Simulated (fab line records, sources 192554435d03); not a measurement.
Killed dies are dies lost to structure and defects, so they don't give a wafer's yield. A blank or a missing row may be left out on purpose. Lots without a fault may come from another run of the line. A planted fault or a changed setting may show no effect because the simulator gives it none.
A struck lot beside a sound one | flow n5_finfet | 32 steps out of a route of 1938
Sound: wafers L298.1, L298.2, L298.3. Struck: wafers L310.4, L310.5, L310.6. The cause comes at the end.
At each step with rows: each side's tool, then ch and its chambers, then its first start. Under that, the readings that differ: sound wafers | struck wafers | difference of the means | sigmas: that difference in standard deviations of wafers without a fault.
alike: readings whose means differ by less than 2 such deviations, and words and numbers that are the same on both sides. not compared: withheld readings, readings that some wafer has no value for, bounds like >300 that may hide the same value, and numbers for which the record gives no deviation and whose values overlap.
The two part at a step that has a row with sigmas, a row that says differs or no value, or rows on one side only. Numbers that don't overlap but have no deviation are shown without sigmas and don't part them. A reading that every wafer of one side lacks parts them only if that side has two wafers or more.

first, 8 steps without rows for these wafers: N5_FIN_SAQP_HM_OPEN_33 (chemistry CH3F/O2, target SiNx, target depth 49.4 nm, time 70.6 s); N5_FIN_SAQP_ETCH_34 (etches SiO2 in C4F6/O2, target depth 45 nm, time 15 s); N5_FIN_SAQP_STRIP_77 (strips in N2/H2, time 90 s); N5_FIN_SAQP_ETCH_64 (etches SiO2 in CF4, target depth 1.5 nm); N5_FIN_SAQP_FIN_ETCH_36 (etches the open film in HBr/Cl2/O2, target depth 120 nm, time 50.4 s); N5_FIN_SAQP_PRECLEAN_38 (cleans in O3/DIW, time 45 s); N5_FIN_SAQP_PRECLEAN_45 (cleans in dHF, time 10 s); N5_FIN_SAQP_SRD_39 (time 30 s).
N5_FIN_CUT_COAT_18: time 60 s, resist thk 230 nm.
  sound on litho_track-01 ch 0, day 2 16:27; struck on litho_track-01 ch 0, day 5 14:53
  reading                                  | sound                | struck               | difference | sigmas
  spin_speed_rpm (rpm)                     | 1501.2 1500.8 1500.0 | 1356.6 1357.4 1356.6 | -143.8     | -99 or more
  model.SOC_of_FIN_CUT_COAT_18.thk_nm (nm) | 231.8 231.6 230.8    | 243 242 243.2        | +11        |
  alike: dispense_pressure_kPa, heater_power_total_W
then, 11 steps without rows for these wafers: N5_FIN_CUT_COAT_19 (time 60 s, resist thk 20 nm); N5_FIN_CUT_COAT_29 (time 60 s, resist thk 10 nm); N5_FIN_CUT_COAT_02 (resist thk 30 nm); N5_FIN_CUT_EBR_04; N5_FIN_CUT_SOFTBAKE_03 (time 60 s); N5_FIN_CUT_EXPOSE_05 (exposes mask FIN CUT); N5_FIN_CUT_PEB_06 (peb time 60 s); N5_FIN_CUT_DEVELOP_07 (develop time 30 s); N5_FIN_CUT_DESCUM_13 (chemistry O2, time 7 s); N5_FIN_CUT_ETCH_30 (etches underlayer in N2/H2, target depth 13 nm, time 10.4 s); N5_FIN_CUT_ETCH_20 (etches SiARC in CF4, target depth 26 nm, time 43.3 s).
N5_FIN_CUT_ETCH_21: etches SOC in N2/H2, target depth 219 nm, overetch 43.8 nm, time 523.5 s.
  sound on rie_diel-03 ch 0,1,2, day 2 17:04; struck on rie_diel-06 ch 0,3, day 5 15:29
  reading                  | sound             | struck          | difference | sigmas
  model.etch.depth_nm (nm) | 231.9 231.6 230.9 | 243 242.1 243.1 | +11        |
  alike: chamber_pressure_mTorr, drypump_motor_current_A, oes_product_au, rf_vpp_V, showerhead_plenum_p_Torr, throttle_valve_pct
  not compared: rf_hours_counter_h
then, 7 steps without rows for these wafers: N5_FIN_CUT_STRIP_23 (strips in N2/H2); N5_FIN_CUT_STRIP_31 (strips in N2/H2); N5_FIN_CUT_STRIP_24 (strips in CF4); N5_FIN_CUT_CUT_ETCH_26 (etches SiNx in CH3F/O2, target depth 39 nm, time 55.7 s); N5_FIN_CUT_CUT_ETCH_27 (etches SiO2 in CHF3/O2, target depth 4 nm, overetch 2 nm, time 4.9 s); N5_FIN_CUT_PRECLEAN_35 (cleans in vHF, time 13.3 s); N5_FIN_CUT_CUT_ETCH_15 (etches Si in HBr/Cl2/O2, target depth 100 nm, bt time 10 s, time 42.4 s).
N5_FIN_CUT_CUT_ETCH_28: etches Si in HBr/Cl2/O2, target depth 6 nm, time 2.4 s.
  sound on rie_si-05 ch 0,1,3, day 2 17:40; struck on rie_si-05 ch 0,2,3, day 5 16:07
  reading                                  | sound             | struck          | difference                    | sigmas
  rf_hours_counter_h (h)                   | 161 177 29        | - - -           | no value on the struck wafers |
  model.SOC_of_FIN_CUT_COAT_18.thk_nm (nm) | 169.6 170.2 169.8 | 180.6 180 181.6 | +10.9                         |
  alike: chamber_pressure_mTorr, drypump_motor_current_A, oes_product_au, throttle_valve_pct
then, 1 step without rows for these wafers: N5_FIN_CUT_STRIP_22 (strips in N2/H2).
-- the record jumps here: 5 days lie between the struck wafers' starts before and after (it left off in module FIN_CUT and takes up again in module BEOL_M4, whose first step shown is number 1111 of the route) --
N5_BEOL_M4_RC_MEAS_101:
  sound on prober-02 ch 0, day 8 11:58; struck on prober-01 ch 0, day 11 03:47
  alike: DIBL_N, DIBL_P, IOFF_N, IOFF_P, ION_N, ION_P, SS_N, SS_P, VT_N, VT_P
-- the record jumps here: 4 days lie between the struck wafers' starts before and after (it left off in module BEOL_M4 and takes up again in module PASSIVATION, whose first step shown is number 1936 of the route) --
N5_PASSIVATION_PROBE_49:
  the record has rows for the struck wafers here (prober-02, day 15 10:41) and none for the sound ones

WHERE THEY PART
First at N5_FIN_CUT_COAT_18; last, within this record, at N5_PASSIVATION_PROBE_49.

WHY: what the simulator had put in
Process parameter drift: litho_track-01, from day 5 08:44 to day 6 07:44, at N5_FIN_CUT_COAT_18. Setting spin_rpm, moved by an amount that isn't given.
